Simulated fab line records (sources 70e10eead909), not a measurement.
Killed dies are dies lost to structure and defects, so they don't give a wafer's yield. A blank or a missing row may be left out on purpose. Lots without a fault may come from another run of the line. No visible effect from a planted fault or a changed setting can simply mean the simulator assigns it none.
Chamber matching :: flow nand-harc :: ald-hk-03 running NHARC_A_CHANNEL_FILL_D2_ALD_25: 4 sister chambers
The step deposits SiOx, target thk 60 nm, pulse time 10 s, ald cycles 600. 20 wafers are shown with their chamber, then 10 later ones without.

WAFERS WITH THEIR CHAMBER
wafer: L075.1
chamber: 2
heater-power-w (W): 400
precursor-pulse-height-rel: 1.027

wafer: L075.4
chamber: 3
heater-power-w (W): 437
precursor-pulse-height-rel: 1.018

wafer: L075.2
chamber: 1
heater-power-w (W): 392
precursor-pulse-height-rel: 1.012

wafer: L076.4
chamber: 0
heater-power-w (W): 551
precursor-pulse-height-rel: 0.981

wafer: L076.2
chamber: 3
heater-power-w (W): 445
precursor-pulse-height-rel: 0.982

wafer: L076.5
chamber: 0
heater-power-w (W): 548
precursor-pulse-height-rel: 0.985

wafer: L078.4
chamber: 0
heater-power-w (W): 537
precursor-pulse-height-rel: 1.028

wafer: L078.1
chamber: 2
heater-power-w (W): 422
precursor-pulse-height-rel: 0.989

wafer: L078.6
chamber: 0
heater-power-w (W): 544
precursor-pulse-height-rel: 0.987

wafer: L080.3
chamber: 1
heater-power-w (W): 380
precursor-pulse-height-rel: 1.004

wafer: L080.5
chamber: 2
heater-power-w (W): 413
precursor-pulse-height-rel: 0.973

wafer: L080.6
chamber: 3
heater-power-w (W): 444
precursor-pulse-height-rel: 0.992

wafer: L082.2
chamber: 0
heater-power-w (W): 535
precursor-pulse-height-rel: 0.971

wafer: L082.4
chamber: 3
heater-power-w (W): 439
precursor-pulse-height-rel: 0.981

wafer: L082.5
chamber: 1
heater-power-w (W): 363
precursor-pulse-height-rel: 0.962

wafer: L087.2
chamber: 1
heater-power-w (W): 370
precursor-pulse-height-rel: 0.956

wafer: L087.3
chamber: 3
heater-power-w (W): 464
precursor-pulse-height-rel: 0.989

wafer: L087.6
chamber: 1
heater-power-w (W): 370
precursor-pulse-height-rel: 1.042

wafer: L089.3
chamber: 1
heater-power-w (W): 359
precursor-pulse-height-rel: 1.012

wafer: L089.4
chamber: 2
heater-power-w (W): 404
precursor-pulse-height-rel: 1.005

SIGNATURES (means of the wafers above)
reading: heater-power-w
chamber 0: 543.00
chamber 1: 372.33
chamber 2: 409.75
chamber 3: 445.80
scatter within a chamber: 10.2

reading: precursor-pulse-height-rel
chamber 0: 0.99040
chamber 1: 0.99800
chamber 2: 0.99850
chamber 3: 0.99240
scatter within a chamber: 0.0248
Rule: a wafer's distance from a chamber is the root of the sum, over the readings, of the square of ((its reading less the chamber's mean) divided by the reading's scatter). If the next closest chamber is less than 2 further off than the closest, the wafer can't be placed; otherwise it belongs to the closest. How the scatter is found: for the shown wafers, subtract from each reading the mean of its chamber, square and add these, divide the total by (wafers less chambers), then take the root.

WAFERS WHOSE CHAMBER IS MISSING
wafer: L089.5
heater-power-w (W): 548
precursor-pulse-height-rel: 1.020

wafer: L091.2
heater-power-w (W): 360
precursor-pulse-height-rel: 0.993

wafer: L091.4
heater-power-w (W): 446
precursor-pulse-height-rel: 1.005

wafer: L091.6
heater-power-w (W): 371
precursor-pulse-height-rel: 0.991

wafer: L092.2
heater-power-w (W): 422
precursor-pulse-height-rel: 1.010

wafer: L092.3
heater-power-w (W): 450
precursor-pulse-height-rel: 0.985

wafer: L092.5
heater-power-w (W): 549
precursor-pulse-height-rel: 0.997

wafer: L097.3
heater-power-w (W): 370
precursor-pulse-height-rel: 0.975

wafer: L097.5
heater-power-w (W): 424
precursor-pulse-height-rel: 1.013

wafer: L097.6
heater-power-w (W): 448
precursor-pulse-height-rel: 1.005

CHAMBER TAKEN BY EACH
wafer: L089.5
from the rows above: 0
in truth: 0

wafer: L091.2
from the rows above: 1
in truth: 1

wafer: L091.4
from the rows above: 3
in truth: 3

wafer: L091.6
from the rows above: 1
in truth: 1

wafer: L092.2
from the rows above: can't be placed: 2 or 3
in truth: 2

wafer: L092.3
from the rows above: 3
in truth: 3

wafer: L092.5
from the rows above: 0
in truth: 0

wafer: L097.3
from the rows above: 1
in truth: 1

wafer: L097.5
from the rows above: can't be placed: 2 or 3
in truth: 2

wafer: L097.6
from the rows above: 3
in truth: 3
Correct placement for 8 of the 10. Cannot be placed on the basis of these rows: 2; the candidates contain the true chamber in 2. 0 placed wrongly.
